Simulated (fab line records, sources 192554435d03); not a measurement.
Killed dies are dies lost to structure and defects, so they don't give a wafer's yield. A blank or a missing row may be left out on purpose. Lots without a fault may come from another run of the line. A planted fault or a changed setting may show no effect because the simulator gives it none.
fab line records | flow n5_finfet
record lots=5 wafers=15 last_day=16
route steps=1938 shown PASS1_CAP@1874 TV_LITHO@1875 TV_OPEN@1887 PAD_METAL@1893 PASSIVATION@1897
lots that met no fault: from a run of the same line without faults
start_h: hours from the record's first day to the start of the lot's first wafer shown | wait_h: hours since the lot's step before | " the same as in the row above | L1.1+2: a row that stands for several wafers | - no value, or no start given | * or withheld: withheld | < > ~ a bound
route shown NAME@n: a module of which the file shows steps, and the number in the route of the first | usual: mean/standard deviation of fault-free wafers | same: alike in all rows | chamber/n: place in a boat | sites: the reading at each site | _std_site: their standard deviation | _edge_site: outer sites' mean less inner sites' | radius_mm: how far each site lies from the wafer's centre | mask NAME#n: copy n | behind: the tool/chamber that last shaped the wafer | hold: why the lot was held/for how many hours/how that ended | device: the transistor (n, p or np) that didn't switch | end of line: the same wafers' tests at the end of the route | a step without rows: its recipe alone | killed: dies lost to structure and defects at the first sort, not the wafer's yield | map: a wafer's dies, x killed, . not, _ none there
set.NAME: the setting as run; set.NAME@STEP: as run at that earlier step | model.NAME: the simulator's own value behind a step, which no gauge read
lots at some steps of the route; a table a step, a row a wafer
services: from which hour (start_h, from the record's first day; less than 0 if before it) a tool's chamber was out of use, for how many hours, and why
## steps
# step N5_PASSIVATION_PECVD_01
# recipe material=SiNx target_thk_a=2000 temp_c=400 precursor=SiH4/NH3/N2 pressure_torr=4.9 rf_w=1406 time_s=43.2
# usual heater_power_w=408/90 rf_fwd_power_W=1394/5.7 showerhead_plenum_p_Torr=8.68/0.09 throttle_valve_pct=29.2/1.7
# columns lot.wafer tool chamber start_h wait_h heater_power_w rf_fwd_power_W showerhead_plenum_p_Torr throttle_valve_pct
L085.2 pecvd-01 2 317.92 0.0 347 1393 8.49 26.8
L085.3 " 1 " " 273 1379 8.67 28.3
L085.6 " 0 " " 407 1400 8.78 29.2
L087.1 pecvd-02 1 331.89 0.0 269 1393 8.65 30.4
L087.2 " 0 " " 325 1389 8.75 33.2
L087.5 " 0 " " 337 1398 8.75 33.2
L086.1 pecvd-01 2 342.52 0.0 485 1398 8.52 26.8
L086.2 " 0 " " 430 1389 8.77 29.1
L086.3 " 1 " " 318 1392 8.65 28.1
L091.2 pecvd-01 1 361.54 0.0 378 1390 8.67 28.1
L091.4 " 2 " " 412 1399 8.53 26.9
L091.5 " 0 " " 386 1390 8.76 29.3
L093.1 pecvd-02 1 375.36 0.0 362 1397 8.67 30.4
L093.3 " 2 " " 406 1395 8.72 27.7
L093.5 " 2 " " 424 1393 8.71 28.0
# step N5_PASSIVATION_HMDS_03
# recipe time_s=60 temp_c=120
# usual heater_power_total_W=196.8/2.1
# columns lot.wafer tool chamber start_h wait_h heater_power_total_W
L085.2 litho_track-03 0 320.76 2.8 199.5
L085.3 " 0 " " 193.9
L085.6 " 0 " " 193.8
L087.1 litho_track-02 0 332.00 0.1 197.6
L087.2 " 0 " " 194.0
L087.5 " 0 " " 199.0
L086.1 litho_track-03 0 344.45 1.9 198.7
L086.2 " 0 " " 194.7
L086.3 " 0 " " 196.8
L091.2 litho_track-03 0 361.61 0.1 197.8
L091.4 " 0 " " 199.8
L091.5 " 0 " " 196.9
L093.1 litho_track-02 0 375.61 0.2 199.7
L093.3 " 0 " " 199.3
L093.5 " 0 " " 195.4
# step N5_PASSIVATION_COAT_04
# recipe spin_rpm=* resist_thk_nm=*
# columns lot.wafer tool chamber start_h wait_h
L085.2+3+6 litho_track-03 0 - -
L087.1+2+5 litho_track-02 0 - -
L086.1+2+3 litho_track-03 0 - -
L091.2+4+5 litho_track-03 0 - -
L093.1+3+5 litho_track-02 0 - -
# step N5_PASSIVATION_EBR_06
# recipe solvent=PGMEA ebr_width_mm=1.5
# columns lot.wafer tool chamber start_h wait_h
L085.2+3+6 litho_track-03 0 - -
L087.1+2+5 litho_track-02 0 - -
L086.1+2+3 litho_track-03 0 - -
L091.2+4+5 litho_track-03 0 - -
L093.1+3+5 litho_track-02 0 - -
# step N5_PASSIVATION_SOFTBAKE_05
# recipe temp_c=100 time_s=90
# usual heater_power_total_W=121.2/0.63
# columns lot.wafer tool chamber start_h wait_h heater_power_total_W
L085.2 litho_track-03 0 - - 121.5
L085.3 " 0 " " 121.2
L085.6 " 0 " " 121.4
L087.1 litho_track-02 0 - - 121.8
L087.2 " 0 " " 120.9
L087.5 " 0 " " 120.9
L086.1 litho_track-03 0 - - 120.8
L086.2 " 0 " " 121.9
L086.3 " 0 " " 121.8
L091.2 litho_track-03 0 - - 121.0
L091.4 " 0 " " 122.0
L091.5 " 0 " " 121.7
L093.1 litho_track-02 0 - - 120.9
L093.3 " 0 " " 121.5
L093.5 " 0 " " 121.6
# step N5_PASSIVATION_EXPOSE_07
# recipe mask_id=TV na=0.55 source_shape=conventional sigma_outer=0.8 polarization=unpolarized defocus_nm=0 target_cd_nm=3000 dose_mj=22.75
# columns lot.wafer tool chamber start_h wait_h mask
L085.2+3+6 krf_scanner-01 0 320.88 - TV#0
L087.1+2+5 krf_scanner-01 0 332.11 - TV#0
L086.1+2+3 krf_scanner-01 0 344.56 - TV#0
L091.2+4+5 krf_scanner-02 0 361.72 - TV#0
L093.1+3+5 krf_scanner-01 0 375.84 - TV#0
# step N5_PASSIVATION_PEB_08
# recipe peb_temp_c=withheld peb_time_s=*
# columns lot.wafer tool chamber start_h wait_h
L085.2+3+6 litho_track-04 0 320.93 0.0
L087.1+2+5 litho_track-03 0 332.16 0.1
L086.1+2+3 litho_track-02 0 344.62 0.1
L091.2+4+5 litho_track-04 0 361.78 0.0
L093.1+3+5 litho_track-03 0 375.90 0.1
# step N5_PASSIVATION_DEVELOP_09
# recipe develop_time_s=60 rinse_liquid=diw dry=air_spin dev_temp_c=21
# columns lot.wafer tool chamber start_h wait_h
L085.2+3+6 litho_track-04 0 - -
L087.1+2+5 litho_track-03 0 - -
L086.1+2+3 litho_track-02 0 - -
L091.2+4+5 litho_track-04 0 - -
L093.1+3+5 litho_track-03 0 - -
# step N5_PASSIVATION_HARDBAKE_11
# recipe temp_c=130 time_s=120
# usual heater_power_total_W=148.1/0.94
# columns lot.wafer tool chamber start_h wait_h heater_power_total_W
L085.2 litho_track-04 0 - - 148.6
L085.3 " 0 " " 149.2
L085.6 " 0 " " 148.4
L087.1 litho_track-03 0 - - 149.2
L087.2 " 0 " " 148.8
L087.5 " 0 " " 148.9
L086.1 litho_track-02 0 - - 148.3
L086.2 " 0 " " 147.2
L086.3 " 0 " " 146.3
L091.2 litho_track-04 0 - - 148.1
L091.4 " 0 " " 149.0
L091.5 " 0 " " 146.8
L093.1 litho_track-03 0 - - 149.1
L093.3 " 0 " " 147.4
L093.5 " 0 " " 149.0
# step N5_PASSIVATION_CD_MEAS_10
# recipe target_cd_nm=3000 landing_energy_ev=500 detector=se_inlens
# usual cd_nm=3000.8/1.7
# same landing_energy_ev=500
# columns lot.wafer tool chamber start_h wait_h cd_nm
L085.2 cd_sem-02 0 321.05 - 2997.6
L085.3 " 0 " " 2997.5
L085.6 " 0 " " 2997.8
L087.1 cd_sem-01 0 332.28 - 3000.9
L087.2 " 0 " " 3001.9
L087.5 " 0 " " 2999.6
L086.1 cd_sem-03 0 344.74 - 3001.8
L086.2 " 0 " " 3002.1
L086.3 " 0 " " 3001.4
L091.2 cd_sem-02 0 361.90 - 2999.2
L091.4 " 0 " " 2999.0
L091.5 " 0 " " 2999.8
L093.1 cd_sem-02 0 376.02 - 3000.0
L093.3 " 0 " " 3002.0
L093.5 " 0 " " 3000.2
# step N5_PASSIVATION_OVL_MEAS_60
# recipe points_per_wafer=44
# usual TV_OVL=-3/5.1
# same points_per_wafer=44
# columns lot.wafer tool chamber start_h wait_h TV_OVL[nm]
L085.2 overlay-02 0 321.08 0.0 -4
L085.3 " 0 " " -8
L085.6 " 0 " " -7
L087.1 overlay-01 0 332.31 0.0 0
L087.2 " 0 " " -10
L087.5 " 0 " " -5
L086.1 overlay-02 0 344.77 0.0 2
L086.2 " 0 " " 1
L086.3 " 0 " " -1
L091.2 overlay-02 0 361.93 0.0 -13
L091.4 " 0 " " -3
L091.5 " 0 " " -6
L093.1 overlay-02 0 376.05 0.0 3
L093.3 " 0 " " -12
L093.5 " 0 " " -5
# step N5_PASSIVATION_INSPECT_61
# recipe mode=adi inspect_instrument=macro
# usual raw_defect_count=2.0/1.5
# columns lot.wafer tool chamber start_h wait_h raw_defect_count
L085.2 defect_inspect-01 - 321.10 0.0 2
L085.3 " - " " 1
L085.6 " - " " 4
L087.1 defect_inspect-01 - 332.34 0.0 0
L087.2 " - " " 0
L087.5 " - " " 1
L086.1 defect_inspect-01 - 344.80 0.0 2
L086.2 " - " " 2
L086.3 " - " " 0
L091.2 defect_inspect-01 - 361.95 0.0 2
L091.4 " - " " 2
L091.5 " - " " 2
L093.1 defect_inspect-02 - 376.07 0.0 0
L093.3 " - " " 2
L093.5 " - " " 0
# step N5_PASSIVATION_DESCUM_12
# recipe chemistry=O2 time_s=7.9 source_power_w=50 bias_power_w=20 pressure_mtorr=20 rf_frequency_hz=2.712e+07 temp_c=40 o2_flow_sccm=225
# usual drypump_motor_current_A=5.9/0.42 oes_product_au=0.79/0.076 rf_fwd_power_W=49.66/0.17 rf_vpp_V=243.4/1.5 showerhead_plenum_p_Torr=2.11/0.085 throttle_valve_pct=20.41/0.21
# columns lot.wafer tool chamber start_h wait_h drypump_motor_current_A oes_product_au rf_fwd_power_W rf_hours_counter_h rf_vpp_V showerhead_plenum_p_Torr throttle_valve_pct
L085.2 rie_diel-02 1 321.25 0.1 6.2 0.70 49.78 197 243.7 2.16 20.17
L085.3 " 0 " " 6.1 0.78 49.55 115 245.8 2.19 20.18
L085.6 " 1 " " 6.2 0.71 49.67 - 243.7 2.16 20.16
L087.1 rie_diel-02 3 333.53 1.2 5.5 0.85 49.39 60 245.1 2.22 20.36
L087.2 " 1 " " 6.2 0.70 49.65 202 244.7 2.16 20.19
L087.5 " 3 " " 5.5 0.86 49.93 - 243.9 2.22 20.37
L086.1 rie_diel-03 2 345.48 0.7 5.3 0.72 49.58 191 242.6 2.00 20.59
L086.2 " 0 " " 6.7 0.83 49.84 70 241.8 2.03 20.37
L086.3 " 1 " " 5.9 0.70 49.33 212 245.8 2.16 20.70
L091.2 rie_diel-03 3 361.98 0.0 5.3 0.86 49.62 45 242.4 2.04 20.43
L091.4 " 0 " " 6.6 0.81 49.53 76 242.4 2.03 20.39
L091.5 " 2 " " 5.3 0.72 49.46 - 241.5 1.99 20.60
L093.1 rie_diel-06 2 376.58 0.5 5.2 0.81 49.47 98 243.8 2.12 20.48
L093.3 " 1 " " 6.1 0.82 49.59 80 243.1 2.12 20.19
L093.5 " 0 " " 5.9 0.87 49.61 - 243.2 2.04 20.31
# step N5_PASSIVATION_PASS_ETCH_74
# recipe chemistry=CF4/O2 target=SiNx target_depth_a=2200 time_s=110 ion_energy_ev=100 pressure_mtorr=40 source_w=535 bias_w=49 Ar_flow_sccm=100 cf4_flow_sccm=100 O2_flow_sccm=10
# usual drypump_motor_current_A=5.9/0.42 oes_product_au=0.79/0.077 rf_fwd_power_W=532.5/1.7 rf_vpp_V=241.8/2.8 showerhead_plenum_p_Torr=2.22/0.083 throttle_valve_pct=15.98/0.22
# columns lot.wafer tool chamber start_h wait_h drypump_motor_current_A oes_product_au rf_fwd_power_W rf_hours_counter_h rf_vpp_V showerhead_plenum_p_Torr throttle_valve_pct
L085.2 rie_diel-02 1 321.31 0.0 6.2 0.70 530.4 197 244.9 2.28 15.84
L085.3 " 0 " " 6.0 0.77 531.1 115 241.5 2.31 15.74
L085.6 " 1 " " 6.2 0.70 532.9 - 244.7 2.28 15.82
L087.1 rie_diel-02 3 333.60 0.0 5.6 0.87 531.9 60 243.2 2.33 15.90
L087.2 " 1 " " 6.3 0.71 534.9 202 243.6 2.28 15.83
L087.5 " 3 " " 5.6 0.86 534.1 - 242.3 2.33 15.90
L086.1 rie_diel-03 2 345.54 0.0 5.3 0.72 533.4 191 239.9 2.11 16.16
L086.2 " 0 " " 6.7 0.83 532.5 70 244.5 2.15 15.96
L086.3 " 1 " " 5.9 0.70 532.1 212 240.0 2.27 16.31
L091.2 rie_diel-03 3 362.05 0.0 5.4 0.86 531.0 45 244.0 2.16 16.01
L091.4 " 0 " " 6.7 0.82 531.7 76 244.1 2.15 15.97
L091.5 " 2 " " 5.3 0.72 532.6 - 239.8 2.10 16.18
L093.1 rie_diel-06 2 376.65 0.0 5.2 0.80 529.9 98 246.2 2.22 15.97
L093.3 " 1 " " 6.2 0.82 533.8 80 238.2 2.23 15.76
L093.5 " 0 " " 5.9 0.87 534.3 - 235.8 2.15 15.81
# step N5_PASSIVATION_VIA_ETCH_13
# recipe chemistry=CHF3/O2 target=SiO2 target_depth_a=6600 CHF3_flow_sccm=50 O2_flow_sccm=5 Ar_flow_sccm=200 time_s=330 mask_material=PR pressure_mtorr=30 source_w=650 bias_w=170 ion_energy_ev=200 ends=cleared
# usual drypump_motor_current_A=5.9/0.42 etch_rf_on_time_s=235/4.4 oes_product_au=0.71/0.069 rf_fwd_power_W=648.1/1.9 rf_vpp_V=526/5.6 showerhead_plenum_p_Torr=2.43/0.092 throttle_valve_pct=18.87/0.22
# columns lot.wafer tool chamber start_h wait_h drypump_motor_current_A etch_rf_on_time_s oes_product_au rf_fwd_power_W rf_hours_counter_h rf_vpp_V showerhead_plenum_p_Torr throttle_valve_pct
L085.2 rie_diel-02 1 321.41 0.0 6.2 236 0.64 647.7 197 530 2.49 18.64
L085.3 " 0 " " 6.0 234 0.71 646.2 115 528 2.52 18.64
L085.6 " 1 " " 6.2 239 0.64 647.5 - 531 2.49 18.63
L087.1 rie_diel-02 3 333.69 0.0 5.6 227 0.78 645.6 60 525 2.55 18.79
L087.2 " 1 " " 6.3 234 0.64 646.6 202 532 2.49 18.66
L087.5 " 3 " " 5.6 231 0.77 647.6 - 526 2.55 18.79
L086.1 rie_diel-03 2 345.63 0.0 5.3 237 0.65 647.3 191 523 2.30 19.01
L086.2 " 0 " " 6.7 234 0.74 650.5 70 531 2.35 18.87
L086.3 " 1 " " 6.0 240 0.64 650.9 212 525 2.49 19.17
L091.2 rie_diel-03 3 362.14 0.0 5.3 232 0.77 648.3 45 532 2.36 18.93
L091.4 " 0 " " 6.6 229 0.73 647.5 76 532 2.34 18.85
L091.5 " 2 " " 5.3 242 0.65 648.9 - 524 2.30 19.04
L093.1 rie_diel-06 2 376.74 0.0 5.2 234 0.73 646.3 98 535 2.43 18.92
L093.3 " 1 " " 6.1 228 0.75 648.5 80 518 2.44 18.66
L093.5 " 0 " " 6.0 231 0.80 648.7 - 515 2.36 18.76
# step N5_PASSIVATION_STRIP_14
# recipe chemistry=O2 power_w=600 temp_c=60 pressure_mtorr=30 rf_frequency_hz=6e+07 bias_power_w=0 overash_fraction=0.5 o2_flow_sccm=225
# usual drypump_motor_current_A=5.9/0.42 oes_product_au=0.79/0.076 rf_vpp_V=3.8/0.95 showerhead_plenum_p_Torr=2.11/0.085 throttle_valve_pct=16.65/0.22
# columns lot.wafer tool chamber start_h wait_h drypump_motor_current_A oes_product_au rf_hours_counter_h rf_vpp_V showerhead_plenum_p_Torr throttle_valve_pct
L085.2 rie_diel-02 1 321.60 0.1 6.3 0.70 197 4.2 2.17 16.47
L085.3 " 0 " " 6.0 0.78 115 4.7 2.20 16.42
L085.6 " 1 " " 6.2 0.71 - 4.1 2.17 16.44
L087.1 rie_diel-02 3 333.89 0.1 5.6 0.87 60 3.9 2.23 16.59
L087.2 " 1 " " 6.3 0.70 202 3.9 2.17 16.47
L087.5 " 3 " " 5.6 0.87 - 4.5 2.23 16.58
L086.1 rie_diel-03 2 345.83 0.1 5.3 0.73 191 2.4 2.00 16.86
L086.2 " 0 " " 6.7 0.83 71 4.3 2.04 16.60
L086.3 " 1 " " 5.9 0.71 212 3.8 2.17 16.95
L091.2 rie_diel-03 3 362.34 0.1 5.3 0.85 45 2.7 2.04 16.64
L091.4 " 0 " " 6.7 0.82 76 4.2 2.03 16.61
L091.5 " 2 " " 5.3 0.71 - 4.1 2.00 16.85
L093.1 rie_diel-06 2 376.94 0.1 5.2 0.82 98 5.1 2.12 16.70
L093.3 " 1 " " 6.2 0.83 80 3.4 2.12 16.42
L093.5 " 0 " " 6.0 0.88 - 4.1 2.05 16.54
# step N5_PASSIVATION_ETCH_15
# recipe chemistry=CF4/N2 target=SiCN target_depth_a=750 taper_deg=2 time_s=81.2 ion_energy_ev=150 mask_material=SiNx pressure_mtorr=40 source_w=430 bias_w=70 Ar_flow_sccm=100 cf4_flow_sccm=60 n2_flow_sccm=60
# usual drypump_motor_current_A=5.9/0.42 oes_product_au=0.79/0.077 rf_fwd_power_W=427.9/1.4 rf_vpp_V=382.7/2.1 showerhead_plenum_p_Torr=2.22/0.084 throttle_valve_pct=15.43/0.22
# columns lot.wafer tool chamber start_h wait_h drypump_motor_current_A oes_product_au rf_fwd_power_W rf_hours_counter_h rf_vpp_V showerhead_plenum_p_Torr throttle_valve_pct
L085.2 rie_diel-02 1 - - 6.2 0.70 426.8 197 384.2 2.28 15.28
L085.3 " 0 " " 6.0 0.78 428.7 115 384.9 2.31 15.20
L085.6 " 1 " " 6.2 0.70 426.5 - 385.1 2.28 15.27
L087.1 rie_diel-02 3 - - 5.5 0.86 428.8 60 384.1 2.33 15.34
L087.2 " 1 " " 6.2 0.70 427.3 202 383.1 2.28 15.29
L087.5 " 3 " " 5.5 0.86 431.5 - 385.9 2.33 15.35
L086.1 rie_diel-03 2 - - 5.3 0.71 429.1 191 380.1 2.11 15.63
L086.2 " 0 " " 6.6 0.82 426.7 71 380.1 2.15 15.38
L086.3 " 1 " " 5.9 0.70 426.7 212 384.0 2.28 15.78
L091.2 rie_diel-03 3 - - 5.4 0.86 425.9 45 381.6 2.16 15.46
L091.4 " 0 " " 6.6 0.82 424.4 76 380.7 2.15 15.39
L091.5 " 2 " " 5.3 0.72 426.7 - 378.6 2.11 15.64
L093.1 rie_diel-06 2 - - 5.2 0.79 429.1 98 383.7 2.22 15.40
L093.3 " 1 " " 6.1 0.82 426.9 80 382.3 2.23 15.22
L093.5 " 0 " " 6.0 0.87 428.6 - 381.3 2.16 15.26
# step N5_PASSIVATION_STRIP_73
# recipe chemistry=post_etch_residue_remover time_s=60 temp_c=25 remover_ph=withheld remover_water_wt_pct=withheld remover_fluoride_wt_pct=withheld
# columns lot.wafer tool chamber start_h wait_h
L085.2+3+6 wet_bench-03 2,3,6 321.76 -
L087.1+2+5 wet_bench-03 7,2,3 334.04 -
L086.1+2+3 wet_bench-02 5,0,3 345.99 -
L091.2+4+5 wet_bench-05 7,5,3 362.49 -
L093.1+3+5 wet_bench-03 1,0,4 377.10 -
# step N5_PASSIVATION_SRD_17
# recipe time_s=30 temp_c=23 rinse_liquid=diw dry=n2_spin spin_rpm=1500 dry_time_s=30
# columns lot.wafer tool chamber start_h wait_h
L085.2+3+6 wet_bench-03 2,3,6 321.80 0.0
L087.1+2+5 wet_bench-03 7,2,3 334.06 0.0
L086.1+2+3 wet_bench-02 5,0,3 346.01 0.0
L091.2+4+5 wet_bench-05 7,5,3 362.51 0.0
L093.1+3+5 wet_bench-03 1,0,4 377.11 0.0
# step N5_PASSIVATION_DEGAS_18
# recipe ambient=vacuum temp_c=300 time_s=60
# usual heater_power_w=449/52
# columns lot.wafer tool chamber start_h wait_h heater_power_w
L085.2 pvd_sputter-02 - 322.00 0.2 443
L085.3 " - " " 333
L085.6 " - " " 334
L087.1 pvd_sputter-02 - 334.84 0.8 439
L087.2 " - " " 433
L087.5 " - " " 334
L086.1 pvd_sputter-01 - 346.05 0.0 453
L086.2 " - " " 510
L086.3 " - " " 553
L091.2 pvd_sputter-03 - 363.52 1.0 478
L091.4 " - " " 410
L091.5 " - " " 481
L093.1 pvd_sputter-01 - 377.47 0.3 498
L093.3 " - " " 451
L093.5 " - " " 508
# step N5_PASSIVATION_PRE_CLEAN_19
# recipe gas=H2/He time_s=* temp_c=*
# usual heater_power_w=448/53
# columns lot.wafer tool chamber start_h wait_h heater_power_w
L085.2 pvd_sputter-02 - 322.04 0.0 427
L085.3 " - " " 336
L085.6 " - " " 321
L087.1 pvd_sputter-02 - 334.88 0.0 446
L087.2 " - " " 436
L087.5 " - " " 338
L086.1 pvd_sputter-01 - 346.09 0.0 443
L086.2 " - " " 509
L086.3 " - " " 543
L091.2 pvd_sputter-03 - 363.56 0.0 477
L091.4 " - " " 414
L091.5 " - " " 475
L093.1 pvd_sputter-01 - 377.51 0.0 500
L093.3 " - " " 453
L093.5 " - " " 510
# step N5_PASSIVATION_SPUTTER_20
# recipe material=TaN target_thk_a=500 temp_c=25 chamber_pressure_pa=0.4
# usual throttle_valve_pct=29.7/1.4
# columns lot.wafer tool chamber start_h wait_h throttle_valve_pct
L085.2 pvd_sputter-02 - 322.08 0.0 30.8
L085.3 " - " " 30.8
L085.6 " - " " 30.7
L087.1 pvd_sputter-02 - 334.92 0.0 29.4
L087.2 " - " " 30.9
L087.5 " - " " 30.6
L086.1 pvd_sputter-01 - 346.13 0.0 27.6
L086.2 " - " " 30.3
L086.3 " - " " 29.7
L091.2 pvd_sputter-03 - 363.60 0.0 31.2
L091.4 " - " " 30.5
L091.5 " - " " 29.3
L093.1 pvd_sputter-01 - 377.55 0.0 30.1
L093.3 " - " " 27.4
L093.5 " - " " 30.2
# step N5_PASSIVATION_AL_DEP_21
# recipe material=Al target_thk_a=28000 temp_c=400 time_s=170 power_w=30000 chamber_pressure_pa=0.4 gas=Ar
# usual throttle_valve_pct=29.7/1.4
# columns lot.wafer tool chamber start_h wait_h throttle_valve_pct
L085.2 pvd_sputter-02 - 322.18 0.1 30.7
L085.3 " - " " 30.6
L085.6 " - " " 30.7
L087.1 pvd_sputter-02 - 335.02 0.1 29.2
L087.2 " - " " 31.1
L087.5 " - " " 30.6
L086.1 pvd_sputter-01 - 346.23 0.1 27.7
L086.2 " - " " 30.2
L086.3 " - " " 29.8
L091.2 pvd_sputter-03 - 363.70 0.1 31.1
L091.4 " - " " 30.2
L091.5 " - " " 29.3
L093.1 pvd_sputter-01 - 377.65 0.1 30.3
L093.3 " - " " 27.8
L093.5 " - " " 30.7
# step N5_PASSIVATION_HMDS_23
# recipe time_s=60 temp_c=120
# usual heater_power_total_W=196.8/2.1
# columns lot.wafer tool chamber start_h wait_h heater_power_total_W
L085.2 litho_track-05 0 322.37 0.1 194.2
L085.3 " 0 " " 199.0
L085.6 " 0 " " 195.5
L087.1 litho_track-02 0 335.21 0.1 199.9
L087.2 " 0 " " 194.0
L087.5 " 0 " " 195.9
L086.1 litho_track-02 0 346.42 0.1 194.9
L086.2 " 0 " " 196.6
L086.3 " 0 " " 198.8
L091.2 litho_track-01 0 363.89 0.1 199.7
L091.4 " 0 " " 199.7
L091.5 " 0 " " 195.5
L093.1 litho_track-05 0 377.84 0.1 198.5
L093.3 " 0 " " 199.8
L093.5 " 0 " " 194.5
# step N5_PASSIVATION_COAT_24
# recipe spin_rpm=3000 resist_thk_nm=withheld
# columns lot.wafer tool chamber start_h wait_h
L085.2+3+6 litho_track-05 0 - -
L087.1+2+5 litho_track-02 0 - -
L086.1+2+3 litho_track-02 0 - -
L091.2+4+5 litho_track-01 0 - -
L093.1+3+5 litho_track-05 0 - -
# step N5_PASSIVATION_EBR_26
# recipe solvent=PGMEA ebr_width_mm=1.5
# columns lot.wafer tool chamber start_h wait_h
L085.2+3+6 litho_track-05 0 - -
L087.1+2+5 litho_track-02 0 - -
L086.1+2+3 litho_track-02 0 - -
L091.2+4+5 litho_track-01 0 - -
L093.1+3+5 litho_track-05 0 - -
# step N5_PASSIVATION_SOFTBAKE_25
# recipe temp_c=100 time_s=90
# usual heater_power_total_W=121.2/0.57
# columns lot.wafer tool chamber start_h wait_h heater_power_total_W
L085.2 litho_track-05 0 - - 121.0
L085.3 " 0 " " 120.8
L085.6 " 0 " " 121.2
L087.1 litho_track-02 0 - - 119.8
L087.2 " 0 " " 121.2
L087.5 " 0 " " 121.1
L086.1 litho_track-02 0 - - 120.9
L086.2 " 0 " " 121.1
L086.3 " 0 " " 121.4
L091.2 litho_track-01 0 - - 121.7
L091.4 " 0 " " 122.1
L091.5 " 0 " " 122.2
L093.1 litho_track-05 0 - - 121.0
L093.3 " 0 " " 121.5
L093.5 " 0 " " 120.7
# step N5_PASSIVATION_EXPOSE_27
# recipe mask_id=PAD na=0.55 source_shape=conventional sigma_outer=0.8 polarization=unpolarized defocus_nm=0 dose_mj=32.3
# columns lot.wafer tool chamber start_h wait_h mask
L085.2+3+6 krf_scanner-01 0 322.48 - PAD#0
L087.1+2+5 krf_scanner-01 0 335.32 - PAD#0
L086.1+2+3 krf_scanner-01 0 346.53 - PAD#0
L091.2+4+5 krf_scanner-02 0 364.00 - PAD#0
L093.1+3+5 krf_scanner-01 0 377.94 - PAD#0
# step N5_PASSIVATION_PEB_28
# recipe peb_temp_c=withheld peb_time_s=*
# columns lot.wafer tool chamber start_h wait_h
L085.2+3+6 litho_track-01 0 322.53 0.0
L087.1+2+5 litho_track-05 0 335.38 0.1
L086.1+2+3 litho_track-01 0 346.59 0.1
L091.2+4+5 litho_track-01 0 364.05 0.0
L093.1+3+5 litho_track-02 0 378.00 0.1
# step N5_PASSIVATION_DEVELOP_29
# recipe develop_time_s=60 rinse_liquid=diw dry=air_spin dev_temp_c=21
# columns lot.wafer tool chamber start_h wait_h
L085.2+3+6 litho_track-01 0 - -
L087.1+2+5 litho_track-05 0 - -
L086.1+2+3 litho_track-01 0 - -
L091.2+4+5 litho_track-01 0 - -
L093.1+3+5 litho_track-02 0 - -
# step N5_PASSIVATION_HARDBAKE_31
# recipe temp_c=130 time_s=120
# usual heater_power_total_W=148.2/0.94
# columns lot.wafer tool chamber start_h wait_h heater_power_total_W
L085.2 litho_track-01 0 - - 148.0
L085.3 " 0 " " 148.7
L085.6 " 0 " " 148.4
L087.1 litho_track-05 0 - - 149.3
L087.2 " 0 " " 146.3
L087.5 " 0 " " 148.1
L086.1 litho_track-01 0 - - 149.2
L086.2 " 0 " " 149.4
L086.3 " 0 " " 148.6
L091.2 litho_track-01 0 - - 148.8
L091.4 " 0 " " 148.9
L091.5 " 0 " " 148.0
L093.1 litho_track-02 0 - - 149.1
L093.3 " 0 " " 149.3
L093.5 " 0 " " 148.9
# step N5_PASSIVATION_CD_MEAS_30
# recipe target_cd_nm=4000 landing_energy_ev=500 detector=se_inlens polarity=opening
# usual cd_nm=3999.3/1.4
# same landing_energy_ev=500
# columns lot.wafer tool chamber start_h wait_h cd_nm
L085.2 cd_sem-03 0 322.65 - 3999.4
L085.3 " 0 " " 3999.9
L085.6 " 0 " " 3999.4
L087.1 cd_sem-01 0 335.49 - 3998.4
L087.2 " 0 " " 3999.3
L087.5 " 0 " " 4000.4
L086.1 cd_sem-01 0 346.70 - 3998.0
L086.2 " 0 " " 3999.5
L086.3 " 0 " " 4000.0
L091.2 cd_sem-03 0 364.17 - 4000.1
L091.4 " 0 " " 3999.1
L091.5 " 0 " " 3998.8
L093.1 cd_sem-01 0 378.12 - 3997.8
L093.3 " 0 " " 4000.0
L093.5 " 0 " " 3998.7
# step N5_PASSIVATION_OVL_MEAS_63
# recipe points_per_wafer=44
# usual PAD_OVL=1/5
# same points_per_wafer=44
# columns lot.wafer tool chamber start_h wait_h PAD_OVL[nm]
L085.2 overlay-01 0 322.68 0.0 -5
L085.3 " 0 " " 2
L085.6 " 0 " " -7
L087.1 overlay-01 0 335.52 0.0 -1
L087.2 " 0 " " -2
L087.5 " 0 " " 0
L086.1 overlay-02 0 346.74 0.0 5
L086.2 " 0 " " 10
L086.3 " 0 " " 9
L091.2 overlay-01 0 364.20 0.0 -1
L091.4 " 0 " " 2
L091.5 " 0 " " 0
L093.1 overlay-01 0 378.15 0.0 0
L093.3 " 0 " " -4
L093.5 " 0 " " 4
# step N5_PASSIVATION_INSPECT_64
# recipe mode=adi inspect_instrument=macro
# usual raw_defect_count=2.0/1.2
# columns lot.wafer tool chamber start_h wait_h raw_defect_count
L085.2 defect_inspect-02 - 322.71 0.0 3
L085.3 " - " " 0
L085.6 " - " " 1
L087.1 defect_inspect-01 - 335.55 0.0 1
L087.2 " - " " 3
L087.5 " - " " 3
L086.1 defect_inspect-02 - 346.76 0.0 3
L086.2 " - " " 1
L086.3 " - " " 0
L091.2 defect_inspect-02 - 364.23 0.0 1
L091.4 " - " " 1
L091.5 " - " " 1
L093.1 defect_inspect-01 - 378.17 0.0 3
L093.3 " - " " 1
L093.5 " - " " 1
## services
# columns tool chamber start_h hours kind
rie_diel-06 - 298.79 0.8 repair
krf_scanner-02 - 306.33 0.8 pm
pecvd-02 0 308.91 2.1 scheduled_down
krf_scanner-02 - 321.51 1.0 pm
krf_scanner-01 0 323.05 - calibration
rie_diel-03 - 323.93 14.6 pm
rie_diel-06 2 325.16 13.6 repair
pvd_sputter-03 - 335.59 1.7 repair
wet_bench-02 - 335.82 1.9 pm
krf_scanner-01 - 340.58 1.0 pm
krf_scanner-02 - 343.07 0.5 repair
rie_diel-02 - 343.94 2.8 pm
krf_scanner-02 0 362.55 - calibration
rie_diel-02 0 369.71 4.9 repair
rie_diel-02 - 375.07 4.3 pm
## key
fault none
